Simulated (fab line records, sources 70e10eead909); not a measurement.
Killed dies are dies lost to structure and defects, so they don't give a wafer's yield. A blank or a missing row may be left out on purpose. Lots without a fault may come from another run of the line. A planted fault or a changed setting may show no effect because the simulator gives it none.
Tool commonality check | flow nand_harc | 13 lots, 37 wafers sampled

WHY IT WAS OPENED
At NHARC_A_CHANNEL_HOLE_D2_INSPECT_40 the reading raw_defect_count is flagged on 2 of 13 lots. Wafers without a fault read 280, standard deviation 95.
Rule: a lot is flagged when every wafer of it that has a number lies more than 4 standard deviations from that mean, or none has a number. The other lots count as sound.

lot  | measured     | on                | raw_defect_count, wafer by wafer | flag
L741 | day 13 07:46 | defect_inspect-02 | 401 353 303                      |
L742 | day 13 22:31 | defect_inspect-01 | 379 381 385                      |
L743 | day 14 01:44 | defect_inspect-01 | 169 144 201                      |
L748 | day 16 11:08 | defect_inspect-01 | 1207 1205                        | FLAGGED
L749 | day 16 23:54 | defect_inspect-02 | 1317 1335                        | FLAGGED
L756 | day 19 01:55 | defect_inspect-02 | 213 267 299                      |
L757 | day 20 04:11 | defect_inspect-02 | 150 168 191                      |
L758 | day 20 16:51 | defect_inspect-01 | 217 216 230                      |
L759 | day 20 17:51 | defect_inspect-01 | 281 218 276                      |
L760 | day 21 07:41 | defect_inspect-01 | 212 351 257                      |
L761 | day 21 09:29 | defect_inspect-02 | 212 244 267                      |
L763 | day 22 08:53 | defect_inspect-01 | 287 253 223                      |
L764 | day 23 06:15 | defect_inspect-02 | 179 237 249                      |
The numbers of the flagged lots are 1266 on average: +986 against the usual, or +10 standard deviations.

WHICH TOOL RAN EACH LOT
The record holds 2 process steps before the reading, out of a route of 1302 steps. In each cell: the tool, then ch and the chambers that the sampled wafers went through, then the start.
lot  | flag    | NHARC_A_CHANNEL_HOLE_D2_ETCH_24  | NHARC_A_CHANNEL_HOLE_D2_ETCH_27
L741 |         | har_etch-02 ch 0,1, day 13 04:10 | har_etch-02 ch 0,1, day 13 06:02
L742 |         | har_etch-02 ch 0,1, day 13 18:57 | har_etch-02 ch 0,1, day 13 20:48
L743 |         | har_etch-01 ch 0,1, day 13 22:08 | har_etch-01 ch 0,1, day 14 00:00
L748 | FLAGGED | har_etch-01 ch 1, day 16 07:56   | har_etch-01 ch 1, day 16 09:29
L749 | FLAGGED | har_etch-01 ch 1, day 16 20:58   | har_etch-01 ch 1, day 16 22:20
L756 |         | har_etch-02 ch 0,1, day 18 22:19 | har_etch-02 ch 0,1, day 19 00:10
L757 |         | har_etch-02 ch 0,1, day 20 00:37 | har_etch-02 ch 0,1, day 20 02:27
L758 |         | har_etch-02 ch 1, day 20 13:16   | har_etch-02 ch 1, day 20 15:07
L759 |         | har_etch-01 ch 0,1, day 20 14:24 | har_etch-01 ch 0,1, day 20 16:09
L760 |         | har_etch-01 ch 0,1, day 21 04:07 | har_etch-01 ch 0,1, day 21 05:58
L761 |         | har_etch-02 ch 0,1, day 21 06:02 | har_etch-02 ch 0,1, day 21 07:46
L763 |         | har_etch-01 ch 0, day 22 05:19   | har_etch-01 ch 0, day 22 07:10
L764 |         | har_etch-02 ch 0,1, day 23 02:41 | har_etch-02 ch 0,1, day 23 04:31
What these steps do:
- NHARC_A_CHANNEL_HOLE_D2_ETCH_24: etches the open film in C4F8/O2/Ar, time 906.2 s, target depth 1500 nm.
- NHARC_A_CHANNEL_HOLE_D2_ETCH_27: etches the open film in C4F8/O2/Ar, time 90 s, target depth 400 nm.
- NHARC_A_CHANNEL_HOLE_D2_INSPECT_40

FLAGGED OVER TOTAL, TOOL BY TOOL (the gauges that took the reading come last)
step                               | tool              | lots run | flagged | share of the flagged lots | sound lots run after its first flagged lot
NHARC_A_CHANNEL_HOLE_D2_ETCH_24    | har_etch-01       | 6        | 2       | all                       | 3 (L759,L760,L763)
NHARC_A_CHANNEL_HOLE_D2_ETCH_24    | har_etch-02       | 7        | 0       | none                      | -
NHARC_A_CHANNEL_HOLE_D2_ETCH_27    | har_etch-01       | 6        | 2       | all                       | 3 (L759,L760,L763)
NHARC_A_CHANNEL_HOLE_D2_ETCH_27    | har_etch-02       | 7        | 0       | none                      | -
NHARC_A_CHANNEL_HOLE_D2_INSPECT_40 | defect_inspect-01 | 7        | 1       | some                      | 4 (L758,L759,L760,L763)
NHARC_A_CHANNEL_HOLE_D2_INSPECT_40 | defect_inspect-02 | 6        | 1       | some                      | 4 (L756,L757,L761,L764)

WHAT THE TABLE ALLOWS
2 rows of the table ran every flagged lot: har_etch-01 at NHARC_A_CHANNEL_HOLE_D2_ETCH_24, har_etch-01 at NHARC_A_CHANNEL_HOLE_D2_ETCH_27.
- har_etch-01 at NHARC_A_CHANNEL_HOLE_D2_ETCH_24: 2 of its 6 lots flagged. Sound lots ran on it after the first flagged one (L759, L760, L763), which a lasting fault on the whole tool wouldn't allow.
- har_etch-01 at NHARC_A_CHANNEL_HOLE_D2_ETCH_27: 2 of its 6 lots flagged. Sound lots ran on it after the first flagged one (L759, L760, L763), which a lasting fault on the whole tool wouldn't allow.
No row of the table ran every flagged lot and no sound lot after the first.

WHAT THE SIMULATOR HAD PUT IN
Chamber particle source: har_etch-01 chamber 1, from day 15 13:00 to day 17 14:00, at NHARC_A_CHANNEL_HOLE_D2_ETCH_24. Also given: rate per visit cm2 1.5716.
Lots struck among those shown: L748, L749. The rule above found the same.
